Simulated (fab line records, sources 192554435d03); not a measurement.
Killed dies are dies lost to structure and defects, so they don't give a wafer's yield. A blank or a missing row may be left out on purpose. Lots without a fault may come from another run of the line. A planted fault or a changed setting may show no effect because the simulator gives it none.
Chamber matching | flow n5_finfet | N5_BEOL_M3_STRIP_19 on rie_diel-04: 4 sister chambers
The step strips in O2. 18 wafers are shown with their chamber, then 9 later ones without.

WAFERS WITH THEIR CHAMBER
wafer  | chamber | drypump_motor_current_A (A) | showerhead_plenum_p_Torr (Torr) | oes_product_au (a.u.)
L075.2 | 0       | 5.3                         | 2.11                            | 0.93
L075.5 | 2       | 4.7                         | 1.99                            | 0.71
L075.6 | 3       | 6.4                         | 2.08                            | 0.76
L081.2 | 2       | 4.8                         | 1.99                            | 0.71
L081.3 | 0       | 5.2                         | 2.11                            | 0.92
L081.5 | 1       | 5.6                         | 2.10                            | 0.80
L087.1 | 0       | 5.3                         | 2.10                            | 0.89
L087.2 | 1       | 5.6                         | 2.10                            | 0.78
L087.4 | 3       | 6.4                         | 2.07                            | 0.74
L088.1 | 2       | 4.7                         | 1.98                            | 0.70
L088.3 | 3       | 6.4                         | 2.07                            | 0.74
L088.5 | 3       | 6.4                         | 2.07                            | 0.73
L090.1 | 1       | 5.7                         | 2.10                            | 0.79
L090.2 | 0       | 5.3                         | 2.10                            | 0.89
L090.6 | 3       | 6.4                         | 2.07                            | 0.74
L089.2 | 0       | 5.3                         | 2.10                            | 0.87
L089.3 | 3       | 6.4                         | 2.07                            | 0.73
L089.6 | 2       | 4.8                         | 1.98                            | 0.69

SIGNATURES (means of the wafers above)
reading                  | chamber 0 | chamber 1 | chamber 2 | chamber 3 | scatter within a chamber
drypump_motor_current_A  | 5.280     | 5.633     | 4.750     | 6.400     | 0.042
showerhead_plenum_p_Torr | 2.1040    | 2.1000    | 1.9850    | 2.0717    | 0.00465
oes_product_au           | 0.9000    | 0.7900    | 0.7025    | 0.7400    | 0.0158
Rule: a wafer's distance from a chamber is the root of the sum, over the readings, of the square of ((its reading less the chamber's mean) divided by the reading's scatter). The wafer belongs to the nearest chamber; if the next one is less than 2 further off, it can't be placed. The scatter: the root of (the sum of the squares of (reading less its chamber's mean) over the shown wafers, divided by (wafers less chambers)).

WAFERS WITHOUT THEIR CHAMBER
wafer  | drypump_motor_current_A (A) | showerhead_plenum_p_Torr (Torr) | oes_product_au (a.u.)
L092.2 | 6.4                         | 2.07                            | 0.73
L092.4 | 4.7                         | 1.98                            | 0.69
L092.6 | 6.4                         | 2.07                            | 0.73
L094.2 | 5.3                         | 2.10                            | 0.86
L094.3 | 5.7                         | 2.09                            | 0.77
L094.5 | 6.4                         | 2.07                            | 0.73
L095.1 | 5.7                         | 2.09                            | 0.77
L095.2 | 6.4                         | 2.06                            | 0.72
L095.4 | 4.7                         | 1.98                            | 0.69

WHICH CHAMBER EACH WENT THROUGH
wafer  | from the rows above | in truth
L092.2 | 3                   | 3
L092.4 | 2                   | 2
L092.6 | 3                   | 3
L094.2 | 0                   | 0
L094.3 | 1                   | 1
L094.5 | 3                   | 3
L095.1 | 1                   | 1
L095.2 | 3                   | 3
L095.4 | 2                   | 2
Placed correctly: 9 of 9. Can't be placed from these rows: 0. Placed wrongly: 0.
